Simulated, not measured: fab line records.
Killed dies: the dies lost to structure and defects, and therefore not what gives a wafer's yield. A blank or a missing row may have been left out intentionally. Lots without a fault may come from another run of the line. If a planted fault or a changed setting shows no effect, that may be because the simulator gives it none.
Matching of chambers | flow n5 finfet | rie diel-06 running N5_BEOL_M12_ETCH_59: 4 sister chambers
The step etches BARC in N2/H2, target depth 89 nm, overetch 26.7 nm, time 67.9 s. 4 wafers are shown with their chamber, then 8 later ones without.

WAFERS PAIRED WITH THEIR CHAMBERS
wafer  | chamber | throttle valve pct (%)
L078.3 | 2       | 18.17
L088.2 | 0       | 17.61
L088.4 | 1       | 17.69
L094.1 | 3       | 18.06

WAFERS WHOSE CHAMBER IS MISSING
wafer  | throttle valve pct (%)
L094.2 | 17.70
L094.3 | 17.77
L094.4 | 17.61
L094.5 | 18.05
L094.6 | 17.78
L095.1 | 18.06
L095.2 | 17.77
L095.4 | 17.73

WHICH CHAMBER EACH ONE RAN IN
wafer  | from the rows above     | in truth
L094.2 | can't be placed: 1 or 0 | 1
L094.3 | can't be placed: 1 or 0 | 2
L094.4 | can't be placed: 0 or 1 | 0
L094.5 | 3                       | 3
L094.6 | can't be placed: 1 or 0 | 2
L095.1 | 3                       | 3
L095.2 | can't be placed: 1 or 0 | 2
L095.4 | can't be placed: 1 or 0 | 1
2 of 8 placed correctly. From these rows, 6 cannot be placed; in 3 the true chamber is one of the candidates. 0 placed wrongly.
How it was worked out, from the rows above alone: a wafer's distance from a chamber is the root of the sum, over the readings, of the square of ((its reading less the chamber's mean) divided by the reading's scatter). The wafer belongs to the nearest chamber; if the next one is less than 2 further off, it can't be placed. The mean given for a chamber averages the wafers shown for that chamber. The scatter: with one shown wafer a chamber, the root of the mean of the squares of how far each hidden wafer lies from its nearest shown one.
